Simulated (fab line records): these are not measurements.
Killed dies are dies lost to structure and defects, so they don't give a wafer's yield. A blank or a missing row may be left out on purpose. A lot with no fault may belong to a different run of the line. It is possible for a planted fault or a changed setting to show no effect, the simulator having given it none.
fab line records    flow nand-harc
record: lots: 15  wafers: 45  last-day: 23
route steps=1159 shown P_ZERO_WELL@17 P_STI@80
lots that met no fault: from a run of the same line without faults
start-h: the number of hours between the record's first day and the start of the first shown wafer of the lot    wait-h: hours from the lot's prior step to this one    " as in the row above    L1.1+2: several wafers, shown together as one row    - value missing, or start not given    * or withheld: withheld    < > ~ a bound
route shown NAME@n: a module of which the file shows steps, and the number in the route of the first    usual: mean/standard deviation of fault-free wafers    same: alike in all rows    chamber/n: place in a boat    sites: the reading at each site    _std_site: standard deviation of those values    _edge_site: outer sites' mean less inner sites'    radius-mm: for every site, how far away it sits from the centre of the wafer    mask NAME#n: copy n    behind: the tool/chamber that last shaped the wafer    hold: why the lot was held/for how many hours/how that ended    device: the n, p or np transistor that did not switch    end of line: the tests these same wafers got at the end of their route    a step without rows: its recipe alone    killed: the dies lost at the first sort to structure and to defects; this is not the yield of the wafer    map: shows each die of a wafer: x if killed, . if not, _ if none is there
set.NAME: setting as actually run; set.NAME@STEP: the setting as run at that earlier step    model.NAME: the simulator's own value behind a step, which no gauge read
steps of the route over a sample of lots; a table a step, a row a wafer
services: a tool's chamber out of use, with start hour (start-h, from the record's first day; less than 0 if before it), hours out, and reason
== steps ==
step: NHARC_P_ZERO_WELL_ETCH_65
recipe: target-depth-a: 800  overetch-a: 240  time-s: 87.88  ion-energy-ev: 200  n2-flow-sccm: 150  h2-flow-sccm: 150  ar-flow-sccm: 0  rf-w: 400  bias-w: 150  chemistry: N2/H2
usual: chamber-pressure-mTorr: 30.002/0.027  drypump-motor-current-A: 5.8/0.57  h2-flow-sccm: 150.1/0.42  oes-product-au: 1.002/0.0083  rf-vpp-V: 431.2/2.3  showerhead-plenum-p-Torr: 2.06/0.077  throttle-valve-pct: 14.171/0.0091
lot.wafer  tool         chamber  start-h  wait-h  chamber-pressure-mTorr  drypump-motor-current-A  h2-flow-sccm  oes-product-au  rf-hours-counter-h  rf-vpp-V  showerhead-plenum-p-Torr  throttle-valve-pct
L413.2     rie-diel-10  2        13.36    0.1     29.996                  5.1                      150.0         0.983           1                   428.3     2.02                      14.188
L413.3     "            0        "        "       29.997                  5.7                      149.9         1.007           0                   429.9     2.02                      14.162
L413.4     "            1        "        "       29.961                  5.3                      149.9         0.996           0                   432.5     2.08                      14.170
L414.2     rie-diel-05  1        19.36    0.1     29.971                  6.2                      149.9         1.004           1                   431.4     2.04                      14.169
L414.5     "            1        "        "       30.002                  6.2                      149.8         1.015           -                   431.0     2.04                      14.190
L414.6     "            2        "        "       29.943                  5.2                      149.5         1.000           -                   435.0     2.18                      14.183
L415.3     rie-diel-05  2        25.48    0.1     30.025                  5.2                      150.1         1.018           1                   433.8     2.18                      14.172
L415.2     "            0        "        "       29.973                  5.7                      150.7         1.018           1                   429.5     2.01                      14.162
L415.5     "            1        "        "       30.028                  6.1                      150.2         1.018           -                   432.0     2.04                      14.166
L417.3     rie-diel-10  0        37.52    0.1     30.014                  5.6                      150.1         0.990           3                   431.7     2.02                      14.170
L417.4     "            1        "        "       30.005                  5.3                      149.8         0.987           2                   430.3     2.08                      14.165
L417.2     "            2        "        "       30.003                  5.1                      149.9         0.993           3                   429.7     2.02                      14.192
L420.3     rie-diel-05  0        55.48    0.1     29.995                  5.6                      150.2         1.009           4                   431.3     2.01                      14.164
L420.1     "            3        "        "       29.970                  6.2                      150.0         1.001           4                   434.8     2.18                      14.165
L420.5     "            1        "        "       30.039                  6.2                      149.9         1.002           -                   431.5     2.04                      14.171
L423.1     rie-diel-06  1        73.48    0.1     30.021                  4.8                      150.2         1.002           0                   431.8     2.08                      14.165
L423.2     "            3        "        "       30.028                  6.8                      149.9         0.995           0                   427.7     1.97                      14.164
L423.3     "            0        "        "       30.050                  6.4                      150.2         0.999           0                   430.8     2.11                      14.166
L424.1     rie-diel-05  1        79.47    0.1     30.003                  6.2                      149.9         1.001           6                   430.0     2.04                      14.170
L424.3     "            0        "        "       29.989                  5.6                      150.5         1.013           5                   429.6     2.01                      14.177
L424.6     "            1        "        "       29.950                  6.2                      150.4         1.007           -                   429.4     2.04                      14.177
L425.1     rie-diel-05  0        85.37    0.1     30.027                  5.7                      149.7         1.013           5                   429.8     2.01                      14.176
L425.2     "            2        "        "       29.995                  5.2                      149.6         1.008           5                   434.9     2.18                      14.167
L425.6     "            0        "        "       30.043                  5.7                      149.0         1.014           -                   429.4     2.01                      14.178
L426.4     rie-diel-06  1        91.61    0.1     30.017                  4.8                      149.9         1.002           1                   432.5     2.08                      14.178
L426.2     "            2        "        "       30.041                  5.7                      151.1         1.013           1                   428.6     1.97                      14.179
L426.1     "            3        "        "       29.989                  6.7                      149.4         0.997           1                   427.7     1.97                      14.160
L429.4     rie-diel-10  2        109.48   0.1     29.998                  5.1                      150.0         0.994           9                   429.2     2.02                      14.170
L429.3     "            1        "        "       29.980                  5.3                      149.1         0.991           8                   430.5     2.08                      14.177
L429.6     "            2        "        "       29.989                  5.1                      150.4         0.986           -                   430.5     2.02                      14.167
L430.3     rie-diel-10  2        115.48   0.1     30.027                  5.1                      150.7         0.988           9                   429.0     2.02                      14.163
L430.5     "            2        "        "       29.941                  5.1                      149.7         0.995           -                   430.8     2.02                      14.164
L430.6     "            3        "        "       30.014                  6.8                      149.7         1.003           -                   428.6     1.97                      14.160
L431.3     rie-diel-05  0        121.50   0.1     30.008                  5.7                      150.3         1.008           8                   428.2     2.01                      14.176
L431.5     "            2        "        "       29.967                  5.2                      150.5         1.012           -                   433.5     2.18                      14.175
L431.6     "            3        "        "       29.987                  6.2                      149.8         1.003           -                   436.1     2.18                      14.170
L433.2     rie-diel-06  3        133.66   0.1     29.987                  6.7                      150.3         1.003           4                   428.2     1.97                      14.177
L433.1     "            0        "        "       29.998                  6.3                      149.6         1.003           4                   434.9     2.11                      14.152
L433.3     "            2        "        "       30.031                  5.8                      149.9         0.997           3                   427.9     1.97                      14.171
L434.3     rie-diel-05  3        139.50   0.1     30.008                  6.2                      150.1         0.996           9                   434.3     2.18                      14.182
L434.2     "            0        "        "       29.975                  5.6                      150.6         1.003           9                   430.7     2.00                      14.166
L434.6     "            0        "        "       29.987                  5.7                      150.3         1.011           -                   430.0     2.00                      14.182
L435.2     rie-diel-05  2        145.49   0.1     29.946                  5.2                      150.3         0.998           9                   434.7     2.18                      14.175
L435.1     "            3        "        "       30.010                  6.2                      149.5         0.994           9                   436.2     2.18                      14.158
L435.3     "            1        "        "       29.975                  6.2                      149.6         1.002           9                   430.5     2.04                      14.167
step: NHARC_P_STI_EXPOSE_06
recipe: na: 0.55  target-cd-nm: 200  dose-mj: 37.69  mask-id: P_STI
usual: exposure-dose-mJ-cm2: 37.65/0.041  focus-offset-nm: 0.2/0.58
lot.wafer  tool            chamber  start-h  wait-h  mask     exposure-dose-mJ-cm2  focus-offset-nm
L414.2     krf-scanner-04  0        39.69    -       P_STI#0  37.67                 -0.1
L414.5     "               0        "        "       P_STI#0  37.69                 0.2
L414.6     "               0        "        "       P_STI#0  37.60                 0.2
L413.2     krf-scanner-01  0        39.85    -       P_STI#0  37.72                 0.6
L413.3     "               0        "        "       P_STI#0  37.71                 0.4
L413.4     "               0        "        "       P_STI#0  37.75                 0.3
L415.2     krf-scanner-04  0        48.98    -       P_STI#0  37.58                 1.5
L415.3     "               0        "        "       P_STI#0  37.62                 1.1
L415.5     "               0        "        "       P_STI#0  37.63                 0.9
L417.2     krf-scanner-02  0        60.35    -       P_STI#0  37.64                 0.3
L417.3     "               0        "        "       P_STI#0  37.66                 0.3
L417.4     "               0        "        "       P_STI#0  37.66                 -0.5
L420.1     krf-scanner-01  0        79.39    -       P_STI#0  37.78                 -0.1
L420.3     "               0        "        "       P_STI#0  37.71                 1.7
L420.5     "               0        "        "       P_STI#0  37.76                 0.1
L423.1     krf-scanner-01  0        94.04    -       P_STI#0  37.70                 1.0
L423.2     "               0        "        "       P_STI#0  37.68                 -0.4
L423.3     "               0        "        "       P_STI#0  37.66                 -0.1
L424.1     krf-scanner-04  -        103.18   -       P_STI#0  -                     -
L424.3     "               -        "        "       P_STI#0  -                     -
L424.6     "               -        "        "       P_STI#0  -                     -
L425.1     krf-scanner-04  -        106.78   -       P_STI#0  -                     -
L425.2     "               -        "        "       P_STI#0  -                     -
L425.6     "               -        "        "       P_STI#0  -                     -
L426.1     krf-scanner-04  -        112.85   -       P_STI#0  -                     -
L426.2     "               -        "        "       P_STI#0  -                     -
L426.4     "               -        "        "       P_STI#0  -                     -
L429.3     krf-scanner-02  0        130.56   -       P_STI#0  37.61                 -0.6
L429.4     "               0        "        "       P_STI#0  37.57                 -0.1
L429.6     "               0        "        "       P_STI#0  37.62                 -0.7
L430.3     krf-scanner-04  0        139.77   -       P_STI#0  37.61                 0.9
L430.5     "               0        "        "       P_STI#0  37.59                 1.0
L430.6     "               0        "        "       P_STI#0  37.62                 0.7
L431.3     krf-scanner-02  0        139.93   -       P_STI#0  37.62                 1.0
L431.5     "               0        "        "       P_STI#0  37.68                 0.2
L431.6     "               0        "        "       P_STI#0  37.66                 -0.5
L433.1     krf-scanner-02  0        156.12   -       P_STI#0  37.65                 0.0
L433.2     "               0        "        "       P_STI#0  37.65                 0.4
L433.3     "               0        "        "       P_STI#0  37.67                 0.1
L434.2     krf-scanner-01  0        162.61   -       P_STI#0  37.72                 -0.8
L434.3     "               0        "        "       P_STI#0  37.67                 0.7
L434.6     "               0        "        "       P_STI#0  37.65                 0.2
L435.1     krf-scanner-04  0        167.01   -       P_STI#0  37.68                 -0.1
L435.2     "               0        "        "       P_STI#0  37.63                 1.2
L435.3     "               0        "        "       P_STI#0  37.65                 -0.5
step: NHARC_P_STI_CD_MEAS_09
recipe: target-cd-nm: 200  landing-energy-ev: 500
usual: cd-nm: 200.2/1.7
same: landing-energy-ev: 500
lot.wafer  tool       chamber  start-h  wait-h  cd-nm
L414.2     cd-sem-01  0        39.84    -       201.1
L414.5     "          0        "        "       200.8
L414.6     "          0        "        "       200.4
L413.2     cd-sem-03  0        40.00    -       199.0
L413.3     "          0        "        "       199.4
L413.4     "          0        "        "       199.9
L415.2     cd-sem-03  0        49.13    -       199.0
L415.3     "          0        "        "       199.3
L415.5     "          0        "        "       198.3
L417.2     cd-sem-03  0        60.50    -       197.5
L417.3     "          0        "        "       198.6
L417.4     "          0        "        "       200.5
L420.1     cd-sem-01  0        79.55    -       203.0
L420.3     "          0        "        "       202.1
L420.5     "          0        "        "       203.4
L423.1     cd-sem-01  0        94.19    -       202.4
L423.2     "          0        "        "       201.2
L423.3     "          0        "        "       199.7
L424.1     cd-sem-01  0        103.33   -       -
L424.3     "          0        "        "       -
L424.6     "          0        "        "       -
L425.1     cd-sem-01  0        106.93   -       -
L425.2     "          0        "        "       -
L425.6     "          0        "        "       -
L426.1     cd-sem-03  0        113.00   -       -
L426.2     "          0        "        "       -
L426.4     "          0        "        "       -
L429.3     cd-sem-02  0        130.71   -       198.3
L429.4     "          0        "        "       198.0
L429.6     "          0        "        "       197.7
L430.3     cd-sem-03  0        139.92   -       201.7
L430.5     "          0        "        "       201.9
L430.6     "          0        "        "       201.3
L431.3     cd-sem-01  0        140.08   -       200.4
L431.5     "          0        "        "       201.2
L431.6     "          0        "        "       204.1
L433.1     cd-sem-01  0        156.28   -       200.1
L433.2     "          0        "        "       198.6
L433.3     "          0        "        "       201.9
L434.2     cd-sem-02  0        162.75   -       200.5
L434.3     "          0        "        "       199.3
L434.6     "          0        "        "       198.7
L435.1     cd-sem-02  0        167.16   -       198.5
L435.2     "          0        "        "       197.0
L435.3     "          0        "        "       198.9
step: NHARC_P_STI_OVL_MEAS_10
usual: overlay-x-nm: -1/7  overlay-y-nm: 2/6.7
lot.wafer  tool        chamber  start-h  wait-h  overlay-x-nm  overlay-y-nm
L414.2     overlay-02  -        39.92    -       -1            5
L414.5     "           -        "        "       -1            6
L414.6     "           -        "        "       -2            6
L413.2     overlay-02  -        40.08    -       -4            -4
L413.3     "           -        "        "       -4            -4
L413.4     "           -        "        "       -4            -4
L415.2     overlay-02  -        49.22    -       2             1
L415.3     "           -        "        "       2             1
L415.5     "           -        "        "       2             1
L417.2     overlay-02  -        60.59    -       7             -2
L417.3     "           -        "        "       7             -2
L417.4     "           -        "        "       8             -2
L420.1     overlay-01  -        79.64    -       -6            -4
L420.3     "           -        "        "       -5            -4
L420.5     "           -        "        "       -5            -4
L423.1     overlay-01  -        94.28    -       -4            -16
L423.2     "           -        "        "       -4            -17
L423.3     "           -        "        "       -4            -16
L424.1     overlay-02  -        103.42   -       -             -
L424.3     "           -        "        "       -             -
L424.6     "           -        "        "       -             -
L425.1     overlay-01  -        107.02   -       -             -
L425.2     "           -        "        "       -             -
L425.6     "           -        "        "       -             -
L426.1     overlay-02  -        113.09   -       -             -
L426.2     "           -        "        "       -             -
L426.4     "           -        "        "       -             -
L429.3     overlay-01  -        130.80   -       4             -4
L429.4     "           -        "        "       4             -3
L429.6     "           -        "        "       4             -3
L430.3     overlay-01  -        140.00   -       0             -5
L430.5     "           -        "        "       1             -6
L430.6     "           -        "        "       1             -6
L431.3     overlay-02  -        140.16   -       4             5
L431.5     "           -        "        "       4             6
L431.6     "           -        "        "       4             5
L433.1     overlay-02  -        156.37   -       6             -8
L433.2     "           -        "        "       6             -7
L433.3     "           -        "        "       6             -7
L434.2     overlay-02  -        162.84   -       -19           11
L434.3     "           -        "        "       -19           11
L434.6     "           -        "        "       -19           11
L435.1     overlay-01  -        167.24   -       2             7
L435.2     "           -        "        "       2             7
L435.3     "           -        "        "       3             7
== services ==
tool            chamber  start-h  hours  kind
rie-diel-05     0        -4.40    -      clean
rie-diel-05     1        -4.40    -      clean
rie-diel-05     2        -4.40    -      clean
rie-diel-05     3        -4.40    -      clean
krf-scanner-01  -        -2.31    0.3    repair
rie-diel-10     -        -0.50    9.0    pm
rie-diel-06     3        6.99     20.7   repair
krf-scanner-04  -        9.36     0.8    repair
krf-scanner-01  -        10.03    0.4    repair
rie-diel-05     0        20.10    -      clean
rie-diel-05     1        20.10    -      clean
rie-diel-05     2        20.10    -      clean
krf-scanner-02  -        38.00    4.0    pm
rie-diel-05     2        58.96    4.0    repair
krf-scanner-02  -        63.99    0.8    repair
rie-diel-06     -        64.20    9.0    pm
krf-scanner-04  -        84.62    4.0    pm
krf-scanner-01  -        85.39    4.0    pm
krf-scanner-02  -        127.78   0.4    repair
krf-scanner-02  -        132.20   0.5    repair
rie-diel-05     1        133.10   7.0    repair
krf-scanner-01  -        146.01   1.8    repair
krf-scanner-04  -        155.50   0.1    repair
rie-diel-05     -        163.62   9.0    pm
== key ==
first-sign: step: NHARC_P_STI_EXPOSE_06  reading: tool-record  direction: missing
effect none on later readings
met-at NHARC_P_STI_EXPOSE_06
struck-lots L424,L425,L426
later-rows-left-out L424.1,L424.3,L424.6,L425.1,L425.2,L425.6,L426.1,L426.2,L426.4
sort-left-out L424.1,L424.3,L424.6,L425.1,L425.2,L425.6,L426.1,L426.2,L426.4
tester-left-out L424,L425,L426
not-acting-at NHARC_P_ZERO_WELL_ETCH_65,NHARC_P_STI_CD_MEAS_09,NHARC_P_STI_OVL_MEAS_10
onset-between 48.98 103.18
fault: kind: skipped-step-whole  tool: krf-scanner-04  chamber: -  onset-h: 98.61  steps: NHARC_P_STI_EXPOSE_06  scope: struck-lots-only
tester-left-out: of these lots the tester's yield and bins aren't shown, on N5 and GAA mostly nor the transistor test; their killed dies are dies lost to structure and defects alone, not to doping, threshold or leakage, so they don't give the yield
sort-left-out: the simulated sort isn't trusted on such a fault, so these wafers' sort isn't shown, and their yield isn't known
later-rows-left-out: the simulator's readings of these wafers behind a module that went badly wrong aren't trusted and aren't shown, but for the sort
